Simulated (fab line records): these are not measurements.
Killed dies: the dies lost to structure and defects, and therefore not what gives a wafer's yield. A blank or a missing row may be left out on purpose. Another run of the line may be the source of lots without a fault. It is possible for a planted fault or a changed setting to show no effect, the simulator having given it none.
fab line records	flow n5-finfet
[record] lots = 24	wafers = 72	last-day = 17
route steps=1938 shown START@1 ZERO_LAYER@13 WELL_APT@30 FIN_SAQP@124
lots with no fault: from the same line, run without faults
start-h: hours from the record's first day to the start of the lot's first wafer shown	wait-h: hours elapsed since this lot's preceding step	" as in the row above	L1.1+2: several wafers, shown together as one row	- value missing, or start not given	* or withheld: withheld	< > ~ a bound
route shown NAME@n: a module of which the file shows steps, and the number in the route of the first	usual: mean/standard deviation taken from wafers without a fault	same: alike in all rows	chamber/n: place in a boat	sites: per-site readings	_std_site: how widely they spread, as a standard deviation	_edge_site: inner sites' mean taken away from outer sites' mean	radius-mm: for every site, how far away it sits from the centre of the wafer	mask NAME#n: copy n	behind: the tool/chamber that last shaped the wafer	hold: why the lot went on hold/how many hours it stayed there/how the hold came to an end	device: transistor that didn't switch, given as n, p or np	end of line: the same wafers' tests at the end of the route	where a step has no rows: the recipe by itself	killed: dies lost to structure and defects at the first sort, not the wafer's yield	map: per-die view of a wafer (x killed, . not killed, _ where there is no die)
set.NAME: setting as actually run; set.NAME@STEP: the setting as run at that earlier step	model.NAME: the simulator's own value behind a step, which no gauge read
steps of the route over a sample of lots; a table a step, a row a wafer
services: a tool's chamber out of use, with start hour (start-h, from the record's first day; less than 0 if before it), hours out, and reason
[[steps]]
[step N5_START_INSPECT_01]
[recipe] inspect-instrument = unpatterned-scan	mode = incoming
[usual] raw-defect-count = 5.6/2.4
lot.wafer	tool	chamber	start-h	wait-h	raw-defect-count
L074.3	defect-inspect-01	-	12.03	-	11
L074.4	"	-	"	"	2
L074.5	"	-	"	"	8
L075.2	defect-inspect-02	-	18.03	-	9
L075.3	"	-	"	"	8
L075.5	"	-	"	"	4
L076.2	defect-inspect-02	-	24.03	-	4
L076.4	"	-	"	"	1
L076.6	"	-	"	"	6
L077.2	defect-inspect-02	-	30.03	-	2
L077.4	"	-	"	"	3
L077.5	"	-	"	"	5
L078.3	defect-inspect-01	-	36.03	-	6
L078.4	"	-	"	"	3
L078.5	"	-	"	"	7
L079.1	defect-inspect-02	-	42.03	-	5
L079.2	"	-	"	"	6
L079.6	"	-	"	"	3
L080.1	defect-inspect-01	-	48.03	-	8
L080.2	"	-	"	"	5
L080.5	"	-	"	"	8
L081.2	defect-inspect-02	-	54.03	-	6
L081.3	"	-	"	"	6
L081.4	"	-	"	"	5
L082.1	defect-inspect-02	-	60.03	-	2
L082.3	"	-	"	"	5
L082.6	"	-	"	"	4
L083.2	defect-inspect-01	-	66.03	-	8
L083.3	"	-	"	"	8
L083.6	"	-	"	"	4
L084.2	defect-inspect-02	-	72.03	-	8
L084.3	"	-	"	"	6
L084.6	"	-	"	"	5
L085.1	defect-inspect-01	-	78.03	-	3
L085.4	"	-	"	"	4
L085.5	"	-	"	"	6
L086.4	defect-inspect-02	-	84.04	-	10
L086.5	"	-	"	"	4
L086.6	"	-	"	"	5
L087.3	defect-inspect-01	-	90.03	-	3
L087.4	"	-	"	"	0
L087.6	"	-	"	"	7
L088.1	defect-inspect-01	-	96.03	-	5
L088.4	"	-	"	"	3
L088.6	"	-	"	"	4
L089.1	defect-inspect-01	-	102.03	-	7
L089.2	"	-	"	"	7
L089.4	"	-	"	"	6
L090.2	defect-inspect-02	-	108.03	-	3
L090.3	"	-	"	"	9
L090.5	"	-	"	"	8
L091.1	defect-inspect-01	-	114.03	-	3
L091.3	"	-	"	"	5
L091.6	"	-	"	"	6
L092.3	defect-inspect-02	-	120.03	-	4
L092.5	"	-	"	"	6
L092.6	"	-	"	"	4
L093.2	defect-inspect-01	-	126.03	-	3
L093.4	"	-	"	"	5
L093.6	"	-	"	"	4
L094.1	defect-inspect-01	-	132.03	-	5
L094.5	"	-	"	"	8
L094.6	"	-	"	"	5
L095.2	defect-inspect-02	-	138.03	-	5
L095.4	"	-	"	"	4
L095.6	"	-	"	"	6
L096.1	defect-inspect-02	-	144.03	-	7
L096.2	"	-	"	"	2
L096.6	"	-	"	"	7
L097.2	defect-inspect-01	-	150.03	-	6
L097.3	"	-	"	"	2
L097.5	"	-	"	"	7
[step N5_ZERO_LAYER_CD_MEAS_11]
[recipe] target-cd-nm = 2000	landing-energy-ev = 500	detector = se-inlens
[usual] cd-nm = 1999.4/1.6
lot.wafer	tool	chamber	start-h	wait-h	cd-nm
L074.3	cd-sem-01	0	12.77	-	2000.3
L074.4	"	0	"	"	2001.8
L074.5	"	0	"	"	1998.9
L075.2	cd-sem-01	0	18.66	-	1999.8
L075.3	"	0	"	"	1999.6
L075.5	"	0	"	"	1998.7
L076.2	cd-sem-03	0	24.64	-	1998.6
L076.4	"	0	"	"	1998.5
L076.6	"	0	"	"	1999.0
L077.2	cd-sem-02	0	30.66	-	1997.7
L077.4	"	0	"	"	1996.8
L077.5	"	0	"	"	1998.3
L078.3	cd-sem-03	0	36.69	-	1998.4
L078.4	"	0	"	"	1996.9
L078.5	"	0	"	"	1999.1
L079.1	cd-sem-02	0	42.79	-	1998.5
L079.2	"	0	"	"	1998.6
L079.6	"	0	"	"	1999.4
L080.1	cd-sem-01	0	48.66	-	1997.4
L080.2	"	0	"	"	1996.6
L080.5	"	0	"	"	1998.8
L081.2	cd-sem-03	0	54.67	-	1998.6
L081.3	"	0	"	"	1999.2
L081.4	"	0	"	"	1998.3
L082.1	cd-sem-03	0	60.66	-	1999.1
L082.3	"	0	"	"	1997.7
L082.6	"	0	"	"	1999.7
L083.2	cd-sem-02	0	66.78	-	2001.1
L083.3	"	0	"	"	2000.5
L083.6	"	0	"	"	2002.5
L084.2	cd-sem-01	0	72.65	-	1997.1
L084.3	"	0	"	"	1995.7
L084.6	"	0	"	"	1997.9
L085.1	cd-sem-01	0	78.77	-	1998.7
L085.4	"	0	"	"	1998.8
L085.5	"	0	"	"	2001.0
L086.4	cd-sem-01	0	84.65	-	1999.3
L086.5	"	0	"	"	1999.1
L086.6	"	0	"	"	1998.2
L087.3	cd-sem-01	0	91.66	-	2000.5
L087.4	"	0	"	"	2000.9
L087.6	"	0	"	"	2002.9
L088.1	cd-sem-02	0	96.77	-	1999.1
L088.4	"	0	"	"	2000.7
L088.6	"	0	"	"	1998.8
L089.1	cd-sem-02	0	102.77	-	2003.5
L089.2	"	0	"	"	2000.9
L089.4	"	0	"	"	1999.2
L090.2	cd-sem-01	0	108.66	-	1996.7
L090.3	"	0	"	"	1997.5
L090.5	"	0	"	"	2000.6
L091.1	cd-sem-01	0	114.80	-	1998.6
L091.3	"	0	"	"	1999.6
L091.6	"	0	"	"	1997.2
L092.3	cd-sem-03	0	120.78	-	2000.6
L092.5	"	0	"	"	2001.0
L092.6	"	0	"	"	2001.7
L093.2	cd-sem-03	0	126.78	-	2000.1
L093.4	"	0	"	"	1998.0
L093.6	"	0	"	"	1997.7
L094.1	cd-sem-01	0	132.79	-	1999.7
L094.5	"	0	"	"	2001.4
L094.6	"	0	"	"	2002.4
L095.2	cd-sem-02	0	138.80	-	2000.2
L095.4	"	0	"	"	2000.7
L095.6	"	0	"	"	2000.8
L096.1	cd-sem-03	0	144.77	-	2002.1
L096.2	"	0	"	"	2001.7
L096.6	"	0	"	"	2001.4
L097.2	cd-sem-01	0	150.64	-	2000.5
L097.3	"	0	"	"	2000.4
L097.5	"	0	"	"	1999.0
[step N5_ZERO_LAYER_STRIP_24]
[recipe] chemistry = O2	power-w = 1000	temp-c = 250	overash-fraction = 0.3	pressure-mtorr = 1000	o2-flow-sccm = 6750
[usual] drypump-motor-current-A = 6.18/0.3	heater-power-w = 317/16	oes-product-au = 0.647/0.0048	strip-time-to-endpoint-s = 43.88/0.073
lot.wafer	tool	chamber	start-h	wait-h	drypump-motor-current-A	heater-power-w	oes-product-au	rf-hours-counter-h	strip-time-to-endpoint-s
L074.3	plasma-asher-02	1	13.04	0.1	6.45	323	0.645	-	43.91
L074.4	"	0	"	"	6.38	333	0.647	-	43.88
L074.5	"	1	"	"	6.46	320	0.649	-	43.97
L075.2	plasma-asher-01	0	19.04	0.1	5.78	322	0.645	26	43.94
L075.3	"	0	"	"	5.81	314	0.649	-	43.93
L075.5	"	1	"	"	5.89	293	0.642	-	43.87
L076.2	plasma-asher-02	0	24.89	0.1	6.38	336	0.652	79	43.85
L076.4	"	1	"	"	6.48	318	0.650	-	43.72
L076.6	"	1	"	"	6.46	323	0.635	-	43.74
L077.2	plasma-asher-02	1	30.91	0.1	6.45	325	0.644	80	43.84
L077.4	"	0	"	"	6.39	328	0.649	-	43.97
L077.5	"	1	"	"	6.48	318	0.646	-	43.89
L078.3	plasma-asher-01	1	36.96	0.1	5.90	292	0.642	-	43.97
L078.4	"	0	"	"	5.74	314	0.645	-	43.88
L078.5	"	0	"	"	5.71	319	0.646	-	43.93
L079.1	plasma-asher-02	1	43.04	0.1	6.48	328	0.643	83	43.95
L079.2	"	0	"	"	6.39	321	0.643	83	43.90
L079.6	"	0	"	"	6.40	338	0.646	-	43.87
L080.1	plasma-asher-02	0	48.94	0.1	6.37	333	0.649	84	43.89
L080.2	"	1	"	"	6.47	315	0.645	84	43.90
L080.5	"	0	"	"	6.38	334	0.651	-	43.87
L081.2	plasma-asher-01	1	54.92	0.1	5.89	291	0.651	33	43.84
L081.3	"	1	"	"	5.92	285	0.642	-	43.80
L081.4	"	0	"	"	5.78	320	0.644	-	43.84
L082.1	plasma-asher-01	1	61.00	0.1	5.90	297	0.644	34	43.99
L082.3	"	1	"	"	5.91	287	0.650	-	43.98
L082.6	"	0	"	"	5.76	313	0.647	-	43.94
L083.2	plasma-asher-02	0	67.03	0.1	6.39	327	0.647	88	43.97
L083.3	"	0	"	"	6.38	333	0.645	-	43.95
L083.6	"	0	"	"	6.38	327	0.649	-	43.96
L084.2	plasma-asher-02	1	72.90	0.1	6.46	323	0.650	89	43.95
L084.3	"	0	"	"	6.39	331	0.652	-	43.95
L084.6	"	0	"	"	6.38	321	0.650	-	44.08
L085.1	plasma-asher-01	1	79.02	0.1	5.89	293	0.639	38	43.80
L085.4	"	1	"	"	5.86	289	0.646	-	43.84
L085.5	"	1	"	"	5.90	292	0.650	-	43.79
L086.4	plasma-asher-02	1	84.94	0.1	6.50	331	0.646	-	43.87
L086.5	"	1	"	"	6.48	335	0.650	-	43.85
L086.6	"	0	"	"	6.39	331	0.649	-	43.80
L087.3	plasma-asher-01	1	92.12	0.1	5.92	292	0.649	-	43.94
L087.4	"	0	"	"	5.74	315	0.657	-	44.00
L087.6	"	0	"	"	5.77	315	0.640	-	43.86
L088.1	plasma-asher-02	1	98.29	0.1	6.50	329	0.652	94	43.89
L088.4	"	0	"	"	6.37	330	0.649	-	43.84
L088.6	"	0	"	"	6.40	327	0.661	-	43.84
L089.1	plasma-asher-02	1	103.85	0.1	6.47	336	0.654	94	43.75
L089.2	"	0	"	"	6.38	337	0.640	94	43.79
L089.4	"	1	"	"	6.47	318	0.649	-	43.81
L090.2	plasma-asher-01	0	109.12	0.1	5.76	315	0.642	42	43.81
L090.3	"	0	"	"	5.78	310	0.646	-	43.82
L090.5	"	0	"	"	5.74	314	0.641	-	43.86
L091.1	plasma-asher-01	0	115.17	0.1	5.77	317	0.650	44	43.84
L091.3	"	1	"	"	5.91	287	0.651	-	43.91
L091.6	"	1	"	"	5.92	284	0.637	-	43.84
L092.3	plasma-asher-01	1	121.04	0.1	5.91	288	0.642	-	43.90
L092.5	"	0	"	"	5.79	312	0.649	-	43.81
L092.6	"	1	"	"	5.88	295	0.646	-	43.81
L093.2	plasma-asher-02	1	127.87	0.1	6.44	316	0.651	98	43.96
L093.4	"	1	"	"	6.44	331	0.641	-	43.90
L093.6	"	1	"	"	6.45	322	0.647	-	43.89
L094.1	plasma-asher-02	0	133.04	0.1	6.39	335	0.646	99	43.82
L094.5	"	0	"	"	6.38	326	0.639	-	43.86
L094.6	"	1	"	"	6.40	320	0.644	-	44.00
L095.2	plasma-asher-02	1	139.13	0.1	6.45	325	0.642	100	43.89
L095.4	"	0	"	"	6.36	325	0.644	-	44.04
L095.6	"	0	"	"	6.37	338	0.641	-	43.90
L096.1	plasma-asher-02	1	145.02	0.1	6.47	323	0.648	102	43.86
L096.2	"	0	"	"	6.40	317	0.646	102	43.97
L096.6	"	0	"	"	6.42	333	0.644	-	43.92
L097.2	plasma-asher-01	1	150.90	0.1	5.89	291	0.653	52	43.94
L097.3	"	0	"	"	5.78	312	0.651	-	43.88
L097.5	"	1	"	"	5.89	288	0.642	-	43.90
[step N5_WELL_APT_INSPECT_10]
[recipe] mode = adi	inspect-instrument = macro
[usual] raw-defect-count = 1.9/1.3
lot.wafer	tool	chamber	start-h	wait-h	raw-defect-count
L074.3	defect-inspect-02	-	13.74	0.0	3
L074.4	"	-	"	"	1
L074.5	"	-	"	"	4
L075.2	defect-inspect-02	-	19.76	0.0	1
L075.3	"	-	"	"	3
L075.5	"	-	"	"	5
L076.2	defect-inspect-01	-	25.73	0.0	2
L076.4	"	-	"	"	3
L076.6	"	-	"	"	6
L077.2	defect-inspect-01	-	31.78	0.0	1
L077.4	"	-	"	"	2
L077.5	"	-	"	"	1
L078.3	defect-inspect-02	-	37.80	0.0	2
L078.4	"	-	"	"	3
L078.5	"	-	"	"	2
L079.1	defect-inspect-01	-	43.88	0.0	4
L079.2	"	-	"	"	3
L079.6	"	-	"	"	2
L080.1	defect-inspect-02	-	49.68	0.0	0
L080.2	"	-	"	"	2
L080.5	"	-	"	"	2
L081.2	defect-inspect-01	-	55.77	0.0	1
L081.3	"	-	"	"	0
L081.4	"	-	"	"	2
L082.1	defect-inspect-02	-	61.74	0.0	2
L082.3	"	-	"	"	6
L082.6	"	-	"	"	2
L083.2	defect-inspect-02	-	67.75	0.0	1
L083.3	"	-	"	"	0
L083.6	"	-	"	"	3
L084.2	defect-inspect-02	-	73.74	0.0	3
L084.3	"	-	"	"	0
L084.6	"	-	"	"	3
L085.1	defect-inspect-01	-	79.76	0.0	1
L085.4	"	-	"	"	2
L085.5	"	-	"	"	3
L086.4	defect-inspect-01	-	85.76	0.0	3
L086.5	"	-	"	"	2
L086.6	"	-	"	"	0
L087.3	defect-inspect-01	-	92.95	0.0	0
L087.4	"	-	"	"	2
L087.6	"	-	"	"	2
L088.1	defect-inspect-02	-	99.14	0.0	0
L088.4	"	-	"	"	4
L088.6	"	-	"	"	0
L089.1	defect-inspect-02	-	104.57	0.0	3
L089.2	"	-	"	"	2
L089.4	"	-	"	"	1
L090.2	defect-inspect-02	-	109.86	0.0	3
L090.3	"	-	"	"	1
L090.5	"	-	"	"	1
L091.1	defect-inspect-02	-	115.91	0.0	2
L091.3	"	-	"	"	2
L091.6	"	-	"	"	1
L092.3	defect-inspect-01	-	121.76	0.0	2
L092.5	"	-	"	"	2
L092.6	"	-	"	"	1
L093.2	defect-inspect-01	-	128.61	0.0	2
L093.4	"	-	"	"	2
L093.6	"	-	"	"	0
L094.1	defect-inspect-01	-	133.79	0.0	2
L094.5	"	-	"	"	3
L094.6	"	-	"	"	1
L095.2	defect-inspect-02	-	140.00	0.0	0
L095.4	"	-	"	"	1
L095.6	"	-	"	"	3
L096.1	defect-inspect-02	-	145.86	0.0	6
L096.2	"	-	"	"	2
L096.6	"	-	"	"	4
L097.2	defect-inspect-02	-	151.75	0.0	1
L097.3	"	-	"	"	3
L097.5	"	-	"	"	1
[step N5_FIN_SAQP_RECESS_75]
[recipe] chemistry = HF/NH3	target = SiO2	target-depth-a = 144	afs-cycles = 3	temp-c = 30	sublimation-temp-c = 180	sublimation-time-s = 60
[usual] drypump-motor-current-A = 5.6/0.37
[same] afs-cycles = 3
lot.wafer	tool	chamber	start-h	wait-h	drypump-motor-current-A
L074.3	vapor-etch-01	0	22.40	0.1	6.2
L074.4	"	1	"	"	5.9
L074.5	"	0	"	"	6.3
L075.2	vapor-etch-02	1	29.65	0.0	5.3
L075.3	"	1	"	"	5.3
L075.5	"	0	"	"	5.3
L076.2	vapor-etch-02	1	34.42	0.0	5.4
L076.4	"	1	"	"	5.3
L076.6	"	0	"	"	5.3
L077.2	vapor-etch-01	1	41.64	0.0	5.9
L077.4	"	1	"	"	5.9
L077.5	"	0	"	"	6.3
L078.3	vapor-etch-02	1	46.66	0.2	5.3
L078.4	"	0	"	"	5.3
L078.5	"	1	"	"	5.3
L079.1	vapor-etch-02	1	52.86	0.0	5.3
L079.2	"	0	"	"	5.4
L079.6	"	1	"	"	5.3
L080.1	vapor-etch-02	1	59.89	0.0	5.3
L080.2	"	0	"	"	5.4
L080.5	"	1	"	"	5.4
L081.2	vapor-etch-02	0	64.94	0.0	5.3
L081.3	"	0	"	"	5.3
L081.4	"	1	"	"	5.3
L082.1	vapor-etch-01	1	70.95	0.0	5.9
L082.3	"	0	"	"	6.3
L082.6	"	0	"	"	6.3
L083.2	vapor-etch-01	1	76.97	0.0	5.9
L083.3	"	1	"	"	5.9
L083.6	"	1	"	"	5.9
L084.2	vapor-etch-02	1	83.29	0.1	5.3
L084.3	"	1	"	"	5.3
L084.6	"	0	"	"	5.3
L085.1	vapor-etch-01	1	89.25	0.0	5.9
L085.4	"	1	"	"	5.9
L085.5	"	1	"	"	5.9
L086.4	vapor-etch-02	0	96.81	0.1	5.3
L086.5	"	1	"	"	5.3
L086.6	"	0	"	"	5.3
L087.3	vapor-etch-02	1	103.69	0.1	5.3
L087.4	"	0	"	"	5.3
L087.6	"	0	"	"	5.4
L088.1	vapor-etch-01	1	108.05	0.0	5.9
L088.4	"	1	"	"	5.9
L088.6	"	1	"	"	5.9
L089.1	vapor-etch-02	0	115.58	0.0	5.3
L089.2	"	1	"	"	5.4
L089.4	"	1	"	"	5.3
L090.2	vapor-etch-01	1	120.99	0.0	5.9
L090.3	"	1	"	"	5.9
L090.5	"	1	"	"	5.9
L091.1	vapor-etch-02	0	127.17	0.0	5.3
L091.3	"	0	"	"	5.3
L091.6	"	0	"	"	5.3
L092.3	vapor-etch-02	0	131.35	0.1	5.3
L092.5	"	0	"	"	5.3
L092.6	"	1	"	"	5.3
L093.2	vapor-etch-01	0	137.66	0.0	6.3
L093.4	"	0	"	"	6.3
L093.6	"	1	"	"	5.9
L094.1	vapor-etch-02	0	143.30	0.0	5.3
L094.5	"	0	"	"	5.3
L094.6	"	1	"	"	5.3
L095.2	vapor-etch-02	0	149.30	0.0	5.3
L095.4	"	1	"	"	5.3
L095.6	"	0	"	"	5.3
L096.1	vapor-etch-01	1	155.31	0.0	5.9
L096.2	"	0	"	"	6.3
L096.6	"	1	"	"	5.9
L097.2	vapor-etch-02	0	160.20	0.0	5.3
L097.3	"	0	"	"	5.3
L097.5	"	0	"	"	5.3
[step N5_FIN_SAQP_ETCH_67]
[recipe] chemistry = CH3F/O2	target = SiNx	target-depth-a = 300	mask-material = SOC	pressure-mtorr = 30	source-w = 395	bias-w = 73	Ar_flow_sccm = 150	CH3F_flow_sccm = 30	O2_flow_sccm = 20	ion-energy-ev = 120
[usual] drypump-motor-current-A = 6.0/0.49	mfc-ar-sccm = 150.0/0.48	oes-product-au = 0.78/0.075	rf-vpp-V = 298.0/2.9	showerhead-plenum-p-Torr = 2.02/0.068	throttle-valve-pct = 16.33/0.16
lot.wafer	tool	chamber	start-h	wait-h	drypump-motor-current-A	mfc-ar-sccm	oes-product-au	rf-hours-counter-h	rf-vpp-V	showerhead-plenum-p-Torr	throttle-valve-pct
L074.3	rie-diel-04	3	24.35	0.0	5.7	149.6	0.76	137	297.4	2.10	16.11
L074.4	"	1	"	"	5.7	149.3	0.83	70	298.0	2.02	16.46
L074.5	"	3	"	"	5.7	149.6	0.77	-	298.9	2.10	16.12
L075.2	rie-diel-01	3	32.24	0.0	5.1	149.5	0.75	183	294.5	1.91	16.39
L075.3	"	1	"	"	6.6	150.3	0.94	21	299.1	2.05	16.56
L075.5	"	0	"	"	5.5	150.3	0.95	-	297.9	2.05	16.52
L076.2	rie-diel-05	1	36.75	0.0	6.2	150.2	0.71	198	304.6	2.08	16.41
L076.4	"	2	"	"	6.6	150.8	0.83	90	296.7	2.02	16.27
L076.6	"	0	"	"	5.6	149.5	0.90	-	298.9	1.96	16.09
L077.2	rie-diel-04	0	43.72	0.0	6.6	150.1	0.74	176	295.8	1.90	16.11
L077.4	"	2	"	"	5.7	150.2	0.71	199	293.2	2.07	16.15
L077.5	"	0	"	"	6.6	149.7	0.74	-	295.4	1.90	16.11
L078.3	rie-diel-05	1	48.77	0.0	6.2	150.4	0.72	202	304.8	2.07	16.42
L078.4	"	0	"	"	5.6	150.8	0.90	36	300.7	1.95	16.12
L078.5	"	1	"	"	6.3	150.3	0.72	-	303.7	2.07	16.43
L079.1	rie-diel-05	0	55.25	0.0	5.6	150.3	0.89	39	300.8	1.95	16.11
L079.2	"	3	"	"	5.5	149.4	0.84	77	297.1	2.12	16.41
L079.6	"	1	"	"	6.3	149.1	0.70	-	303.7	2.07	16.42
L080.1	rie-diel-05	3	62.03	0.0	5.5	150.0	0.84	79	298.4	2.12	16.41
L080.2	"	2	"	"	6.6	149.3	0.81	99	297.4	2.02	16.30
L080.5	"	1	"	"	6.2	150.9	0.72	-	303.9	2.07	16.42
L081.2	rie-diel-05	2	67.05	0.0	6.6	150.7	0.82	101	297.4	2.02	16.28
L081.3	"	1	"	"	6.3	150.1	0.70	209	303.4	2.07	16.43
L081.4	"	0	"	"	5.6	150.9	0.88	42	299.1	1.95	16.12
L082.1	rie-diel-05	0	73.14	0.0	5.6	150.7	0.88	44	299.4	1.95	16.14
L082.3	"	2	"	"	6.6	150.4	0.81	103	297.2	2.02	16.30
L082.6	"	3	"	"	5.6	149.6	0.83	-	299.3	2.12	16.42
L083.2	rie-diel-01	2	79.05	0.0	6.6	150.0	0.72	178	298.3	2.00	16.35
L083.3	"	0	"	"	5.5	149.2	0.92	30	298.3	2.04	16.56
L083.6	"	1	"	"	6.6	150.3	0.91	-	300.6	2.05	16.60
L084.2	rie-diel-04	2	85.37	0.0	5.7	150.3	0.70	211	294.4	2.06	16.16
L084.3	"	0	"	"	6.6	150.7	0.73	189	298.0	1.90	16.13
L084.6	"	1	"	"	5.7	150.0	0.82	-	297.5	2.02	16.50
L085.1	rie-diel-04	0	91.91	0.0	6.6	150.3	0.73	192	295.1	1.90	16.14
L085.4	"	3	"	"	5.6	149.6	0.75	160	298.3	2.09	16.14
L085.5	"	2	"	"	5.7	150.5	0.70	-	292.7	2.06	16.17
L086.4	rie-diel-04	0	99.23	0.0	6.6	150.2	0.72	195	297.4	1.90	16.14
L086.5	"	0	"	"	6.6	149.9	0.72	-	296.4	1.90	16.15
L086.6	"	3	"	"	5.6	150.2	0.74	-	296.9	2.09	16.15
L087.3	rie-diel-05	1	105.87	0.0	6.3	150.0	0.70	223	304.8	2.07	16.45
L087.4	"	0	"	"	5.6	149.8	0.86	56	300.2	1.95	16.13
L087.6	"	2	"	"	6.6	149.7	0.80	-	298.7	2.01	16.31
L088.1	rie-diel-05	0	112.70	0.0	5.6	150.6	0.85	60	297.6	1.95	16.14
L088.4	"	2	"	"	6.6	149.7	0.80	119	296.7	2.01	16.33
L088.6	"	2	"	"	6.6	149.3	0.80	-	297.0	2.01	16.33
L089.1	rie-diel-01	0	118.28	0.0	5.4	150.6	0.90	36	297.5	2.04	16.55
L089.2	"	1	"	"	6.6	149.9	0.90	41	298.5	2.04	16.60
L089.4	"	3	"	"	5.1	150.0	0.73	202	293.0	1.91	16.43
L090.2	rie-diel-01	0	123.33	0.0	5.5	149.6	0.90	38	298.7	2.04	16.59
L090.3	"	3	"	"	5.1	149.2	0.73	205	293.1	1.91	16.42
L090.5	"	0	"	"	5.5	150.1	0.90	-	296.1	2.04	16.58
L091.1	rie-diel-04	3	129.25	0.0	5.6	150.2	0.73	175	298.6	2.09	16.19
L091.3	"	1	"	"	5.7	150.3	0.80	110	298.7	2.01	16.54
L091.6	"	3	"	"	5.7	150.1	0.75	-	297.9	2.09	16.18
L092.3	rie-diel-01	3	134.22	0.0	5.1	149.1	0.72	210	293.3	1.91	16.41
L092.5	"	1	"	"	6.6	150.2	0.89	-	299.9	2.04	16.63
L092.6	"	2	"	"	6.6	150.5	0.72	-	297.7	1.99	16.37
L093.2	rie-diel-04	3	140.39	0.0	5.6	149.9	0.73	179	296.6	2.08	16.19
L093.4	"	1	"	"	5.7	150.0	0.80	115	296.9	2.01	16.56
L093.6	"	2	"	"	5.7	150.0	0.69	-	295.0	2.05	16.21
L094.1	rie-diel-05	1	145.48	0.0	6.3	150.3	0.68	241	303.6	2.06	16.48
L094.5	"	2	"	"	6.6	149.1	0.79	-	296.2	2.01	16.36
L094.6	"	1	"	"	6.3	150.0	0.69	-	304.0	2.06	16.50
L095.2	rie-diel-04	0	152.50	0.0	6.6	149.9	0.70	217	296.1	1.89	16.19
L095.4	"	1	"	"	5.7	150.2	0.78	120	298.1	2.01	16.57
L095.6	"	1	"	"	5.7	149.8	0.79	-	299.8	2.01	16.57
L096.1	rie-diel-05	3	157.50	0.0	5.6	149.4	0.79	117	297.0	2.11	16.49
L096.2	"	0	"	"	5.6	150.2	0.83	79	298.8	1.94	16.19
L096.6	"	3	"	"	5.5	150.0	0.79	-	299.0	2.11	16.48
L097.2	rie-diel-04	2	162.38	0.1	5.8	150.9	0.68	244	293.0	2.05	16.21
L097.3	"	2	"	"	5.8	151.1	0.68	-	293.4	2.05	16.22
L097.5	"	2	"	"	5.7	150.0	0.68	-	292.9	2.05	16.22
[[services]]
tool	chamber	start-h	hours	kind
vapor-etch-01	-	-10.01	0.5	repair
plasma-asher-02	-	-9.68	2.8	pm
vapor-etch-01	-	-1.06	0.3	repair
plasma-asher-01	-	11.84	2.8	pm
rie-diel-04	0	40.18	2.6	repair
vapor-etch-01	0	63.46	1.0	repair
rie-diel-01	-	88.48	28.1	pm
rie-diel-04	-	101.30	0.5	repair
rie-diel-05	2	119.71	1.5	repair
plasma-asher-02	-	123.16	4.3	pm
vapor-etch-01	-	146.91	0.5	repair
rie-diel-04	1	160.26	9.4	repair
[[key]]
fault none
